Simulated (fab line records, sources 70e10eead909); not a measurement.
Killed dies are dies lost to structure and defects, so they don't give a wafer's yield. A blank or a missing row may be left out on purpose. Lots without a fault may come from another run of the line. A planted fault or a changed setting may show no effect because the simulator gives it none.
fab line records | flow nand_harc
record lots=5 wafers=15 last_day=24
route steps=1159 shown A_CONTACT@906
lots that met no fault: from a run of the same line without faults
start_h: hours from the record's first day to the start of the lot's first wafer shown | wait_h: hours since the lot's step before | " the same as in the row above | L1.1+2: a row that stands for several wafers | - no value, or no start given | * or withheld: withheld | < > ~ a bound
route shown NAME@n: a module of which the file shows steps, and the number in the route of the first | usual: mean/standard deviation of fault-free wafers | same: alike in all rows | chamber/n: place in a boat | sites: the reading at each site | _std_site: their standard deviation | _edge_site: outer sites' mean less inner sites' | radius_mm: how far each site lies from the wafer's centre | mask NAME#n: copy n | behind: the tool/chamber that last shaped the wafer | hold: why the lot was held/for how many hours/how that ended | device: the transistor (n, p or np) that didn't switch | end of line: the same wafers' tests at the end of the route | a step without rows: its recipe alone | killed: dies lost to structure and defects at the first sort, not the wafer's yield | map: a wafer's dies, x killed, . not, _ none there
set.NAME: the setting as run; set.NAME@STEP: as run at that earlier step | model.NAME: the simulator's own value behind a step, which no gauge read
lots at some steps of the route; a table a step, a row a wafer
services: from which hour (start_h, from the record's first day; less than 0 if before it) a tool's chamber was out of use, for how many hours, and why
## steps
# step NHARC_A_CONTACT_ETCH_126
# recipe source_w=withheld pressure_mtorr=20 bias_v=1200 time_s=155 target_depth_a=9560 ar_flow_sccm=withheld c4f8_flow_sccm=withheld o2_flow_sccm=withheld chemistry=C4F8/O2/Ar
# usual chamber_pressure_mTorr=19.999/0.016 oes_air_line_au=0.998/0.021
# columns lot.wafer tool chamber start_h wait_h chamber_pressure_mTorr oes_air_line_au rf_hours_counter_h
L078.2 har_cap_etch-01 1 397.27 0.1 20.017 0.985 60
L078.3 " 0 " " 19.987 1.004 -
L078.4 " 1 " " 20.025 0.980 -
L083.3 har_cap_etch-02 1 431.76 0.1 20.007 0.994 -
L083.4 " 0 " " 19.981 1.003 -
L083.5 " 1 " " 20.037 0.998 -
L080.2 har_cap_etch-01 0 435.05 0.1 20.004 1.030 66
L080.4 " 0 " " 19.993 1.011 -
L080.6 " 0 " " 20.019 0.994 -
L087.2 har_cap_etch-03 1 455.56 0.2 20.008 0.987 94
L087.3 " 0 " " 20.022 0.991 -
L087.5 " 1 " " 19.996 1.015 -
L094.4 har_cap_etch-03 0 498.99 0.1 20.009 1.018 -
L094.3 " 1 " " 19.973 1.006 -
L094.6 " 1 " " 19.999 1.027 -
# step NHARC_A_CONTACT_ETCH_127
# recipe source_w=withheld pressure_mtorr=20 bias_v=1200 time_s=155 target_depth_a=9560 ar_flow_sccm=withheld c4f8_flow_sccm=withheld o2_flow_sccm=withheld chemistry=C4F8/O2/Ar
# usual chamber_pressure_mTorr=19.998/0.017 oes_air_line_au=1.004/0.018
# columns lot.wafer tool chamber start_h wait_h chamber_pressure_mTorr oes_air_line_au rf_hours_counter_h
L078.2 har_cap_etch-01 1 397.41 0.1 19.982 0.991 60
L078.3 " 0 " " 20.015 1.019 -
L078.4 " 1 " " 19.961 0.988 -
L083.3 har_cap_etch-02 1 431.90 0.1 19.996 1.024 -
L083.4 " 0 " " 20.007 0.993 -
L083.5 " 1 " " 20.013 1.028 -
L080.2 har_cap_etch-01 0 435.19 0.1 19.994 0.985 66
L080.4 " 0 " " 19.965 0.975 -
L080.6 " 0 " " 19.986 1.000 -
L087.2 har_cap_etch-03 1 455.75 0.2 19.992 1.011 94
L087.3 " 0 " " 20.009 1.027 -
L087.5 " 1 " " 19.992 1.006 -
L094.4 har_cap_etch-03 0 499.13 0.1 19.990 1.045 -
L094.3 " 1 " " 19.983 0.999 -
L094.6 " 1 " " 19.991 0.993 -
# step NHARC_A_CONTACT_ETCH_128
# recipe source_w=withheld pressure_mtorr=20 bias_v=1200 time_s=155 target_depth_a=9560 ar_flow_sccm=withheld c4f8_flow_sccm=withheld o2_flow_sccm=withheld chemistry=C4F8/O2/Ar
# usual chamber_pressure_mTorr=20.002/0.018 oes_air_line_au=0.997/0.02
# columns lot.wafer tool chamber start_h wait_h chamber_pressure_mTorr oes_air_line_au rf_hours_counter_h
L078.2 har_cap_etch-01 1 397.55 0.1 19.988 0.996 60
L078.3 " 0 " " 20.012 0.971 -
L078.4 " 1 " " 20.012 0.995 -
L083.3 har_cap_etch-02 1 432.05 0.1 20.038 0.974 -
L083.4 " 0 " " 20.011 0.994 -
L083.5 " 1 " " 20.012 0.985 -
L080.2 har_cap_etch-01 0 435.33 0.1 19.974 0.986 66
L080.4 " 0 " " 19.995 0.987 -
L080.6 " 0 " " 20.002 0.981 -
L087.2 har_cap_etch-03 1 455.94 0.2 20.019 1.000 94
L087.3 " 0 " " 19.992 0.993 -
L087.5 " 1 " " 20.005 1.004 -
L094.4 har_cap_etch-03 0 499.27 0.1 19.989 1.030 -
L094.3 " 1 " " 20.004 1.004 -
L094.6 " 1 " " 19.999 0.987 -
# step NHARC_A_CONTACT_ETCH_129
# recipe source_w=withheld pressure_mtorr=20 bias_v=1200 time_s=155 target_depth_a=9560 ar_flow_sccm=withheld c4f8_flow_sccm=withheld o2_flow_sccm=withheld chemistry=C4F8/O2/Ar
# usual chamber_pressure_mTorr=20.000/0.02 oes_air_line_au=0.999/0.021
# columns lot.wafer tool chamber start_h wait_h chamber_pressure_mTorr oes_air_line_au rf_hours_counter_h
L078.2 har_cap_etch-01 1 397.69 0.1 20.015 1.000 61
L078.3 " 0 " " 20.008 0.992 -
L078.4 " 1 " " 20.005 0.970 -
L083.3 har_cap_etch-02 1 432.19 0.1 19.999 0.997 -
L083.4 " 0 " " 19.990 0.958 -
L083.5 " 1 " " 20.033 0.975 -
L080.2 har_cap_etch-01 0 435.48 0.1 20.004 1.016 67
L080.4 " 0 " " 19.993 1.002 -
L080.6 " 0 " " 19.988 0.997 -
L087.2 har_cap_etch-03 1 456.13 0.2 19.987 0.975 94
L087.3 " 0 " " 19.993 1.011 -
L087.5 " 1 " " 20.002 1.017 -
L094.4 har_cap_etch-03 0 499.42 0.1 20.010 0.952 -
L094.3 " 1 " " 20.022 0.970 -
L094.6 " 1 " " 19.992 1.008 -
# step NHARC_A_CONTACT_ETCH_130
# recipe source_w=withheld pressure_mtorr=20 bias_v=1200 time_s=155 target_depth_a=9560 ar_flow_sccm=withheld c4f8_flow_sccm=withheld o2_flow_sccm=withheld chemistry=C4F8/O2/Ar
# usual chamber_pressure_mTorr=20.000/0.018 oes_air_line_au=1.002/0.019
# columns lot.wafer tool chamber start_h wait_h chamber_pressure_mTorr oes_air_line_au rf_hours_counter_h
L078.2 har_cap_etch-01 1 397.84 0.1 19.998 0.989 61
L078.3 " 0 " " 19.992 0.983 -
L078.4 " 1 " " 19.996 1.022 -
L083.3 har_cap_etch-02 1 432.33 0.1 19.999 0.988 -
L083.4 " 0 " " 19.992 1.027 -
L083.5 " 1 " " 19.996 0.998 -
L080.2 har_cap_etch-01 0 435.62 0.1 19.977 0.997 67
L080.4 " 0 " " 19.989 1.024 -
L080.6 " 0 " " 20.001 1.021 -
L087.2 har_cap_etch-03 1 456.32 0.2 20.026 1.005 95
L087.3 " 0 " " 19.989 0.993 -
L087.5 " 1 " " 20.025 1.042 -
L094.4 har_cap_etch-03 0 499.56 0.1 20.006 1.043 -
L094.3 " 1 " " 19.999 1.013 -
L094.6 " 1 " " 20.054 1.020 -
# step NHARC_A_CONTACT_ETCH_131
# recipe source_w=withheld pressure_mtorr=20 bias_v=1200 time_s=155 target_depth_a=9560 ar_flow_sccm=withheld c4f8_flow_sccm=withheld o2_flow_sccm=withheld chemistry=C4F8/O2/Ar
# usual chamber_pressure_mTorr=20.000/0.018 oes_air_line_au=1.004/0.022
# columns lot.wafer tool chamber start_h wait_h chamber_pressure_mTorr oes_air_line_au rf_hours_counter_h
L078.2 har_cap_etch-01 1 397.98 0.1 19.969 1.009 61
L078.3 " 0 " " 19.997 1.015 -
L078.4 " 1 " " 19.996 1.019 -
L083.3 har_cap_etch-02 1 432.47 0.1 19.972 1.000 -
L083.4 " 0 " " 19.989 1.002 -
L083.5 " 1 " " 20.006 0.981 -
L080.2 har_cap_etch-01 0 435.76 0.1 19.974 0.990 67
L080.4 " 0 " " 20.008 0.988 -
L080.6 " 0 " " 19.991 1.008 -
L087.2 har_cap_etch-03 1 456.52 0.2 20.001 1.039 95
L087.3 " 0 " " 19.994 0.984 -
L087.5 " 1 " " 20.002 1.010 -
L094.4 har_cap_etch-03 0 499.70 0.1 19.964 1.008 -
L094.3 " 1 " " 19.982 0.954 -
L094.6 " 1 " " 20.024 0.989 -
# step NHARC_A_CONTACT_ETCH_132
# recipe source_w=withheld pressure_mtorr=20 bias_v=1200 time_s=156 target_depth_a=9580 ar_flow_sccm=withheld c4f8_flow_sccm=withheld o2_flow_sccm=withheld chemistry=C4F8/O2/Ar
# usual chamber_pressure_mTorr=19.998/0.019 oes_air_line_au=1.002/0.022
# columns lot.wafer tool chamber start_h wait_h chamber_pressure_mTorr oes_air_line_au rf_hours_counter_h
L078.2 har_cap_etch-01 1 398.12 0.1 20.014 1.028 61
L078.3 " 0 " " 20.012 0.964 -
L078.4 " 1 " " 19.993 0.998 -
L083.3 har_cap_etch-02 1 432.61 0.1 19.991 0.980 -
L083.4 " 0 " " 19.994 0.922 -
L083.5 " 1 " " 20.041 0.999 -
L080.2 har_cap_etch-01 0 435.90 0.1 19.977 0.971 67
L080.4 " 0 " " 19.979 0.993 -
L080.6 " 0 " " 19.999 0.978 -
L087.2 har_cap_etch-03 1 456.70 0.2 20.003 1.005 95
L087.3 " 0 " " 20.006 0.968 -
L087.5 " 1 " " 19.994 0.971 -
L094.4 har_cap_etch-03 0 499.84 0.1 20.014 1.034 -
L094.3 " 1 " " 20.001 1.007 -
L094.6 " 1 " " 20.009 0.997 -
# step NHARC_A_CONTACT_ETCH_133
# recipe source_w=withheld pressure_mtorr=20 bias_v=400 time_s=195 target_depth_a=8400 ar_flow_sccm=withheld c4f8_flow_sccm=11.5 o2_flow_sccm=7.2 chemistry=C4F8/O2/Ar
# usual chamber_pressure_mTorr=19.999/0.017 oes_air_line_au=1.001/0.021
# columns lot.wafer tool chamber start_h wait_h chamber_pressure_mTorr oes_air_line_au rf_hours_counter_h
L078.2 har_cap_etch-01 1 398.28 0.1 19.990 0.988 61
L078.3 " 0 " " 20.000 0.992 -
L078.4 " 1 " " 20.009 1.010 -
L083.3 har_cap_etch-02 1 432.80 0.2 19.992 1.035 -
L083.4 " 0 " " 19.983 1.013 -
L083.5 " 1 " " 19.953 1.025 -
L080.2 har_cap_etch-01 0 436.07 0.1 19.979 1.024 67
L080.4 " 0 " " 20.040 1.001 -
L080.6 " 0 " " 19.987 0.998 -
L087.2 har_cap_etch-03 1 456.89 0.2 19.997 0.986 95
L087.3 " 0 " " 19.996 1.002 -
L087.5 " 1 " " 19.979 0.990 -
L094.4 har_cap_etch-03 0 500.03 0.2 19.988 0.990 -
L094.3 " 1 " " 20.022 0.981 -
L094.6 " 1 " " 20.011 0.962 -
# step NHARC_A_CONTACT_ETCH_91
# recipe target_depth_a=400 over_etch_frac=0.5 time_s=85.7 ion_energy_ev=120 ch3f_flow_sccm=50 o2_flow_sccm=30 ar_flow_sccm=200 rf_w=500 bias_w=100 chemistry=CH3F/O2
# usual ch3f_flow_sccm=50.00/0.16 chamber_pressure_mTorr=25.001/0.022 drypump_motor_current_A=5.7/0.5 oes_product_au=0.94/0.031 rf_vpp_V=244.6/1.3 showerhead_plenum_p_Torr=2.49/0.08 throttle_valve_pct=20.662/0.0092
# columns lot.wafer tool chamber start_h wait_h ch3f_flow_sccm chamber_pressure_mTorr drypump_motor_current_A oes_product_au rf_hours_counter_h rf_vpp_V showerhead_plenum_p_Torr throttle_valve_pct
L078.2 rie_diel-04 2 398.81 0.5 50.25 24.980 5.8 0.93 15 245.7 2.52 20.665
L078.3 " 0 " " 50.27 25.015 5.9 0.92 15 243.9 2.43 20.671
L078.4 " 1 " " 50.07 24.962 5.1 0.90 15 243.8 2.44 20.671
L083.3 rie_diel-04 1 433.29 0.4 49.93 25.043 5.1 0.91 22 243.5 2.44 20.666
L083.4 " 2 " " 49.82 25.055 5.8 0.93 21 245.1 2.52 20.654
L083.5 " 1 " " 49.83 25.008 5.1 0.90 - 245.0 2.44 20.672
L080.2 rie_diel-04 2 436.59 0.5 49.76 24.963 5.8 0.93 22 244.1 2.52 20.658
L080.4 " 3 " " 49.96 25.012 5.4 0.95 23 245.5 2.57 20.662
L080.6 " 3 " " 49.71 24.995 5.5 0.94 - 245.9 2.57 20.680
L087.3 rie_diel-07 0 457.56 0.4 49.84 25.024 5.1 0.99 15 247.1 2.63 20.650
L087.2 " 1 " " 50.14 24.985 4.9 0.98 17 244.9 2.48 20.651
L087.5 " 0 " " 49.48 24.996 5.1 0.99 - 246.4 2.63 20.676
L094.3 rie_diel-04 1 500.50 0.4 50.13 25.008 5.1 0.92 4 245.0 2.43 20.659
L094.4 " 0 " " 49.90 25.002 5.9 0.93 5 241.5 2.42 20.666
L094.6 " 2 " " 50.08 24.953 5.8 0.94 - 245.0 2.52 20.655
# step NHARC_A_CONTACT_ETCH_97
# recipe target_depth_a=200 over_etch_frac=0.5 time_s=10 ion_energy_ev=250 c4f6_flow_sccm=25 o2_flow_sccm=20 ar_flow_sccm=500 rf_w=600 bias_w=500 chemistry=C4F6/O2
# usual c4f6_flow_sccm=24.99/0.077 chamber_pressure_mTorr=30.01/0.038 drypump_motor_current_A=5.7/0.51 oes_product_au=0.959/0.023 rf_vpp_V=547.6/2.6 showerhead_plenum_p_Torr=3.96/0.12 throttle_valve_pct=26.903/0.0094
# columns lot.wafer tool chamber start_h wait_h c4f6_flow_sccm chamber_pressure_mTorr drypump_motor_current_A oes_product_au rf_hours_counter_h rf_vpp_V showerhead_plenum_p_Torr throttle_valve_pct
L078.4 rie_diel-04 0 - - 24.99 29.96 6.0 0.960 15 547.0 3.87 26.906
L078.3 " 1 " " 24.92 29.96 5.1 0.938 16 546.2 3.90 26.908
L078.2 " 2 " " 24.96 29.97 5.8 0.987 16 549.5 4.02 26.894
L083.3 rie_diel-04 3 - - 24.98 29.98 5.4 0.943 22 549.6 4.10 26.892
L083.4 " 2 " " 25.16 29.96 5.8 0.940 21 549.6 4.02 26.896
L083.5 " 3 " " 24.98 29.96 5.4 0.950 - 549.6 4.10 26.916
L080.2 rie_diel-04 1 - - 24.98 30.34 5.1 0.925 23 546.4 3.89 26.895
L080.4 " 2 " " 24.89 29.98 5.8 0.960 23 549.0 4.02 26.910
L080.6 " 1 " " 24.89 30.00 5.1 0.920 - 545.2 3.89 26.910
L087.2 rie_diel-07 0 - - 24.95 30.00 5.1 0.982 15 552.7 4.18 26.884
L087.3 " 1 " " 25.13 29.95 4.9 0.981 17 548.1 3.96 26.907
L087.5 " 0 " " 24.98 30.02 5.1 0.987 - 552.6 4.18 26.922
L094.3 rie_diel-04 0 - - 25.01 30.02 6.0 0.941 5 546.0 3.86 26.896
L094.4 " 3 " " 24.93 29.99 5.4 0.930 5 549.0 4.09 26.898
L094.6 " 1 " " 24.95 29.99 5.1 0.935 - 546.6 3.89 26.900
# step NHARC_A_CONTACT_CD_MEAS_80
# usual cd_nm=189.7/0.87
# columns lot.wafer tool chamber start_h wait_h cd_nm
L078.2 cd_sem-01 - 399.39 - 190.3
L078.3 " - " " 190.1
L078.4 " - " " 189.4
L083.3 cd_sem-03 - 433.50 - 190.1
L083.4 " - " " 190.8
L083.5 " - " " 190.1
L080.2 cd_sem-03 - 436.81 - 190.3
L080.4 " - " " 190.3
L080.6 " - " " 190.5
L087.2 cd_sem-03 - 457.79 - 190.8
L087.3 " - " " 189.6
L087.5 " - " " 189.9
L094.3 cd_sem-02 - 500.74 - 190.0
L094.4 " - " " 190.3
L094.6 " - " " 189.4
# step NHARC_A_CONTACT_STRIP_103
# recipe n2_flow_sccm=150 h2_flow_sccm=150 ar_flow_sccm=0 bias_w=0 chemistry=N2/H2
# columns lot.wafer tool chamber start_h wait_h
L078.3+2+4 rie_diel-05 2,3,0 399.47 0.1
L083.3+4+5 rie_diel-05 2,3,2 433.58 0.1
L080.2+4+6 rie_diel-07 3,0,2 436.89 0.1
L087.3+2+5 rie_diel-05 1,2,0 457.89 0.1
L094.4+3+6 rie_diel-07 3,0,3 500.81 0.1
# step NHARC_A_CONTACT_STRIP_104
# recipe cf4_flow_sccm=100 chf3_flow_sccm=30 ar_flow_sccm=0 bias_w=0 chemistry=CF4/CHF3
# columns lot.wafer tool chamber start_h wait_h
L078.2+4+3 rie_diel-05 0,1,2 399.68 0.2
L083.3+4+5 rie_diel-05 0,1,2 433.67 0.1
L080.4+2+6 rie_diel-07 3,1,0 437.15 0.2
L087.3+2+5 rie_diel-05 3,1,0 458.06 0.2
L094.4+3+6 rie_diel-07 2,3,0 500.90 0.1
# step NHARC_A_CONTACT_STRIP_105
# recipe o2_flow_sccm=400 cos_flow_sccm=20 ar_flow_sccm=0 bias_w=0 chemistry=O2/COS
# columns lot.wafer tool chamber start_h wait_h
L078.4+3+2 rie_diel-05 0,1,3 399.74 0.1
L083.3+4+5 rie_diel-05 0,1,3 433.73 0.1
L080.4+2+6 rie_diel-07 3,1,0 437.24 0.1
L087.3+2+5 rie_diel-05 1,3,1 458.15 0.1
L094.3+4+6 rie_diel-07 1,3,1 500.96 0.1
# step NHARC_A_CONTACT_ETCH_106
# recipe target_depth_a=600 overetch_a=60 time_s=33 ion_energy_ev=100 cf4_flow_sccm=80 o2_flow_sccm=20 ar_flow_sccm=0 rf_w=300 bias_w=100 chemistry=CF4/O2
# usual chamber_pressure_mTorr=30.003/0.029 drypump_motor_current_A=5.6/0.59 oes_f_703_au=1.000/0.0049 oes_product_au=0.995/0.013 rf_vpp_V=198.0/1.2 showerhead_plenum_p_Torr=1.35/0.045 throttle_valve_pct=13.396/0.0083
# columns lot.wafer tool chamber start_h wait_h chamber_pressure_mTorr drypump_motor_current_A oes_f_703_au oes_product_au rf_hours_counter_h rf_vpp_V showerhead_plenum_p_Torr throttle_valve_pct
L078.2 rie_diel-05 3 399.81 0.0 30.000 6.3 1.003 1.001 20 196.9 1.30 13.403
L078.3 " 1 " " 29.932 5.2 0.998 0.976 17 198.6 1.43 13.401
L078.4 " 2 " " 29.961 6.2 0.994 1.008 19 197.8 1.36 13.388
L083.4 rie_diel-05 3 433.79 0.1 29.959 6.3 0.997 0.993 32 196.0 1.29 13.399
L083.3 " 1 " " 30.034 5.2 1.007 0.997 28 198.8 1.42 13.383
L083.5 " 2 " " 29.986 6.3 0.996 1.011 - 198.3 1.35 13.389
L080.2 rie_diel-07 1 437.36 0.1 29.996 4.9 1.004 0.978 8 197.1 1.35 13.398
L080.4 " 0 " " 30.021 5.1 1.000 0.983 6 199.2 1.43 13.392
L080.6 " 2 " " 30.000 6.6 1.002 0.983 - 198.7 1.31 13.391
L087.3 rie_diel-05 0 458.46 0.3 29.999 6.3 0.991 0.990 43 197.6 1.30 13.389
L087.2 " 1 " " 29.995 5.3 1.003 0.973 37 199.3 1.42 13.395
L087.5 " 3 " " 30.007 6.3 0.994 1.003 - 195.6 1.29 13.393
L094.4 rie_diel-07 3 501.09 0.1 30.026 5.1 0.997 0.994 29 198.3 1.33 13.401
L094.3 " 0 " " 30.014 5.1 1.000 0.980 31 198.4 1.42 13.397
L094.6 " 3 " " 30.038 5.1 1.014 0.989 - 199.3 1.33 13.386
# step NHARC_A_CONTACT_STRIP_82
# recipe o2_flow_sccm=500 ar_flow_sccm=0 bias_w=0 chemistry=O2
# usual chamber_pressure_mTorr=59.99/0.055 drypump_motor_current_A=5.7/0.59 oes_product_au=0.996/0.013 rf_vpp_V=57.8/0.87 showerhead_plenum_p_Torr=3.57/0.11 throttle_valve_pct=17.036/0.0086
# columns lot.wafer tool chamber start_h wait_h chamber_pressure_mTorr drypump_motor_current_A oes_product_au rf_hours_counter_h rf_vpp_V showerhead_plenum_p_Torr throttle_valve_pct
L078.3 rie_diel-05 3 - - 60.00 6.3 0.999 21 56.9 3.43 17.033
L078.4 " 0 " " 59.96 6.3 0.991 21 56.9 3.45 17.034
L078.2 " 1 " " 60.08 5.3 0.971 17 57.8 3.76 17.033
L083.3 rie_diel-05 2 - - 59.98 6.3 1.000 29 57.5 3.58 17.041
L083.4 " 0 " " 59.98 6.3 0.978 33 57.3 3.45 17.021
L083.5 " 2 " " 59.98 6.3 1.005 - 57.1 3.58 17.046
L080.4 rie_diel-07 2 - - 59.94 6.6 0.983 8 58.5 3.46 17.034
L080.2 " 3 " " 59.97 5.1 0.999 6 58.9 3.53 17.042
L080.6 " 1 " " 59.92 4.9 0.995 - 57.5 3.56 17.032
L087.3 rie_diel-05 3 - - 60.05 6.4 1.010 43 58.5 3.42 17.046
L087.2 " 1 " " 60.06 5.3 0.974 37 58.8 3.75 17.041
L087.5 " 0 " " 59.89 6.3 0.993 - 55.9 3.44 17.041
L094.4 rie_diel-07 2 - - 59.94 6.6 0.989 33 58.8 3.44 17.036
L094.3 " 0 " " 60.05 5.1 0.990 31 59.4 3.75 17.039
L094.6 " 2 " " 60.01 6.6 0.978 - 58.1 3.44 17.060
# step NHARC_A_CONTACT_STRIP_83
# recipe time_s=600 temp_c=30 chemistry=post_etch_residue_remover
# columns lot.wafer tool chamber start_h wait_h
L078.2+4+3 wet_bench-07 5,7,0 400.19 -
L083.4+5+3 wet_bench-07 4,5,7 434.18 -
L080.6+2+4 wet_bench-02 6,1,3 437.98 -
L087.2+3+5 wet_bench-05 6,0,3 458.97 -
L094.3+6+4 wet_bench-02 1,2,4 501.48 -
# step NHARC_A_CONTACT_DEP_84
# recipe target_thk_a=20000 temp_c=400 material=aC
# usual throttle_valve_pct=35.000/0.0086
# columns lot.wafer tool chamber start_h wait_h throttle_valve_pct
L078.2 acl_dep-03 0 401.87 - 34.994
L078.3 " 0 " " 34.992
L078.4 " 0 " " 35.015
L083.3 acl_dep-02 0 434.99 - 35.005
L083.4 " 0 " " 35.006
L083.5 " 0 " " 34.991
L080.2 acl_dep-03 0 438.46 - 35.008
L080.4 " 0 " " 35.000
L080.6 " 0 " " 34.998
L087.2 acl_dep-03 0 459.97 - 34.997
L087.3 " 0 " " 34.992
L087.5 " 0 " " 35.009
L094.3 acl_dep-01 0 502.16 - 34.998
L094.4 " 0 " " 35.002
L094.6 " 0 " " 35.008
# step NHARC_A_CONTACT_DEP_85
# recipe target_thk_a=500 target_thk_nm=50 temp_c=400 pressure_torr=3.5 flow_sccm=200 rf_w=350 material=SiON
# usual heater_power_w=789/120 showerhead_vpp_V=1181/81
# columns lot.wafer tool chamber start_h wait_h heater_power_w showerhead_vpp_V
L078.2 pecvd-04 0 402.98 0.9 949 1216
L078.3 " 1 " " 843 1188
L078.4 " 0 " " 926 1212
L083.3 pecvd-03 1 435.84 0.6 769 1295
L083.4 " 1 " " 763 1339
L083.5 " 2 " " 761 1151
L080.2 pecvd-04 0 439.55 0.9 1019 1180
L080.6 " 2 " " 778 1047
L080.4 " 0 " " 1017 1231
L087.2 pecvd-03 1 461.06 0.9 775 1326
L087.3 " 2 " " 742 1153
L087.5 " 0 " " 680 1278
L094.3 pecvd-02 1 503.04 0.7 984 1145
L094.4 " 1 " " 1018 1154
L094.6 " 2 " " 774 1085
# step NHARC_A_CONTACT_DEHYDRATE_00
# recipe temp_c=150 time_s=120
# columns lot.wafer tool chamber start_h wait_h
L078.2+3+4 litho_track-01 0 403.26 0.2
L083.3+4+5 litho_track-06 0 436.11 0.2
L080.2+4+6 litho_track-01 0 439.79 0.2
L087.2+3+5 litho_track-04 0 461.30 0.2
L094.3+4+6 litho_track-06 0 503.28 0.2
# step NHARC_A_CONTACT_HMDS_01
# recipe time_s=30
# columns lot.wafer tool chamber start_h wait_h
L078.2+3+4 litho_track-01 0 - -
L083.3+4+5 litho_track-06 0 - -
L080.2+4+6 litho_track-01 0 - -
L087.2+3+5 litho_track-04 0 - -
L094.3+4+6 litho_track-06 0 - -
# step NHARC_A_CONTACT_COAT_86
# recipe temp_c=260 time_s=75
# columns lot.wafer tool chamber start_h wait_h
L078.2+3+4 litho_track-01 0 - -
L083.3+4+5 litho_track-06 0 - -
L080.2+4+6 litho_track-01 0 - -
L087.2+3+5 litho_track-04 0 - -
L094.3+4+6 litho_track-06 0 - -
# step NHARC_A_CONTACT_COAT_87
# recipe temp_c=225 time_s=65
# columns lot.wafer tool chamber start_h wait_h
L078.2+3+4 litho_track-01 0 - -
L083.3+4+5 litho_track-06 0 - -
L080.2+4+6 litho_track-01 0 - -
L087.2+3+5 litho_track-04 0 - -
L094.3+4+6 litho_track-06 0 - -
# step NHARC_A_CONTACT_COAT_02
# recipe spin_rpm=1500 resist_thk_nm=90
# columns lot.wafer tool chamber start_h wait_h
L078.2+3+4 litho_track-01 0 - -
L083.3+4+5 litho_track-06 0 - -
L080.2+4+6 litho_track-01 0 - -
L087.2+3+5 litho_track-04 0 - -
L094.3+4+6 litho_track-06 0 - -
# step NHARC_A_CONTACT_SOFTBAKE_03
# recipe temp_c=105 time_s=55
# columns lot.wafer tool chamber start_h wait_h
L078.2+3+4 litho_track-01 0 - -
L083.3+4+5 litho_track-06 0 - -
L080.2+4+6 litho_track-01 0 - -
L087.2+3+5 litho_track-04 0 - -
L094.3+4+6 litho_track-06 0 - -
# step NHARC_A_CONTACT_EBR_04
# columns lot.wafer tool chamber start_h wait_h
L078.2+3+4 litho_track-01 0 - -
L083.3+4+5 litho_track-06 0 - -
L080.2+4+6 litho_track-01 0 - -
L087.2+3+5 litho_track-04 0 - -
L094.3+4+6 litho_track-06 0 - -
# step NHARC_A_CONTACT_EXPOSE_05
# recipe na=1.35 sigma_outer=0.8 dose_mj=84.24 mask_id=A_CC
# same na=1.35
# columns lot.wafer tool chamber start_h wait_h mask
L078.2+3+4 arfi_scanner-01 0 403.57 - A_CC#0
L083.3+4+5 arfi_scanner-01 0 436.43 - A_CC#0
L080.2+4+6 arfi_scanner-02 0 440.11 - A_CC#0
L087.2+3+5 arfi_scanner-02 0 461.61 - A_CC#0
L094.3+4+6 arfi_scanner-02 0 503.48 - A_CC#0
# step NHARC_A_CONTACT_PEB_06
# recipe peb_temp_c=100 peb_time_s=65
# columns lot.wafer tool chamber start_h wait_h
L078.2+3+4 litho_track-01 0 403.63 0.1
L083.3+4+5 litho_track-01 0 436.48 0.0
L080.2+4+6 litho_track-04 0 440.17 0.1
L087.2+3+5 litho_track-04 0 461.67 0.1
L094.3+4+6 litho_track-04 0 503.54 0.1
# step NHARC_A_CONTACT_DEVELOP_07
# recipe develop_time_s=35 dev_temp_c=23
# columns lot.wafer tool chamber start_h wait_h
L078.2+3+4 litho_track-01 0 - -
L083.3+4+5 litho_track-01 0 - -
L080.2+4+6 litho_track-04 0 - -
L087.2+3+5 litho_track-04 0 - -
L094.3+4+6 litho_track-04 0 - -
# step NHARC_A_CONTACT_CD_MEAS_08
# recipe target_cd_nm=100 landing_energy_ev=500
# usual cd_nm=100.2/0.65
# columns lot.wafer tool chamber start_h wait_h cd_nm
L078.2 cd_sem-03 0 403.71 - 99.1
L078.3 " 0 " " 99.2
L078.4 " 0 " " 99.7
L083.3 cd_sem-03 0 436.56 - 100.1
L083.4 " 0 " " 100.8
L083.5 " 0 " " 100.1
L080.2 cd_sem-03 0 440.25 - 98.6
L080.4 " 0 " " 99.4
L080.6 " 0 " " 100.1
L087.2 cd_sem-02 0 461.75 - 100.2
L087.3 " 0 " " 99.3
L087.5 " 0 " " 100.9
L094.3 cd_sem-01 0 503.62 - 100.5
L094.4 " 0 " " 101.2
L094.6 " 0 " " 100.5
# step NHARC_A_CONTACT_OVL_MEAS_09
# usual overlay_x_nm=0.2/1.1 overlay_y_nm=0.1/0.77
# columns lot.wafer tool chamber start_h wait_h overlay_x_nm overlay_y_nm
L078.2 overlay-02 - 403.80 - -1.1 -0.3
L078.3 " - " " -1.1 0.0
L078.4 " - " " -1.8 -0.3
L083.3 overlay-02 - 436.65 - -0.7 0.1
L083.4 " - " " -0.6 -0.2
L083.5 " - " " -0.6 -0.1
L080.2 overlay-02 - 440.33 - 0.7 -0.1
L080.4 " - " " 0.7 0.3
L080.6 " - " " 0.8 0.2
L087.2 overlay-01 - 461.84 - -0.5 -0.5
L087.3 " - " " -1.2 -0.3
L087.5 " - " " -0.7 -0.1
L094.3 overlay-02 - 503.71 - -0.8 -0.3
L094.4 " - " " -0.9 0.1
L094.6 " - " " -1.3 0.4
# step NHARC_A_CONTACT_INSPECT_10
# usual raw_defect_count=29/13
# columns lot.wafer tool chamber start_h wait_h raw_defect_count
L078.2 defect_inspect-02 - 403.83 0.0 11
L078.3 " - " " 15
L078.4 " - " " 13
L083.3 defect_inspect-02 - 436.68 0.0 32
L083.4 " - " " 43
L083.5 " - " " 35
L080.2 defect_inspect-01 - 440.37 0.0 40
L080.4 " - " " 43
L080.6 " - " " 42
L087.2 defect_inspect-01 - 461.88 0.0 24
L087.3 " - " " 41
L087.5 " - " " 28
L094.3 defect_inspect-01 - 503.74 0.0 39
L094.4 " - " " 31
L094.6 " - " " 37
## services
# columns tool chamber start_h hours kind
rie_diel-05 0 374.12 - clean
rie_diel-05 1 374.12 - clean
arfi_scanner-02 - 376.07 2.4 repair
pecvd-04 - 376.37 13.0 pm
rie_diel-07 3 379.10 4.6 repair
rie_diel-05 3 379.32 4.2 repair
pecvd-04 - 393.66 0.8 repair
wet_bench-02 - 396.44 1.6 repair
acl_dep-03 - 405.62 13.0 pm
acl_dep-01 - 406.06 0.3 repair
rie_diel-07 - 406.34 9.0 pm
wet_bench-07 - 410.91 0.8 repair
pecvd-03 0 420.83 2.2 repair
arfi_scanner-02 - 428.00 4.0 pm
litho_track-01 - 438.42 - consumable_replace:filter
litho_track-01 - 443.00 7.0 pm
wet_bench-07 - 448.03 8.0 pm
rie_diel-04 0 449.74 7.2 repair
rie_diel-04 - 466.09 9.0 pm
litho_track-06 - 467.00 7.0 pm
pecvd-03 - 473.12 13.0 pm
acl_dep-01 - 476.53 13.0 pm
rie_diel-07 - 485.60 0.7 repair
litho_track-04 - 491.00 7.0 pm
## key
fault none
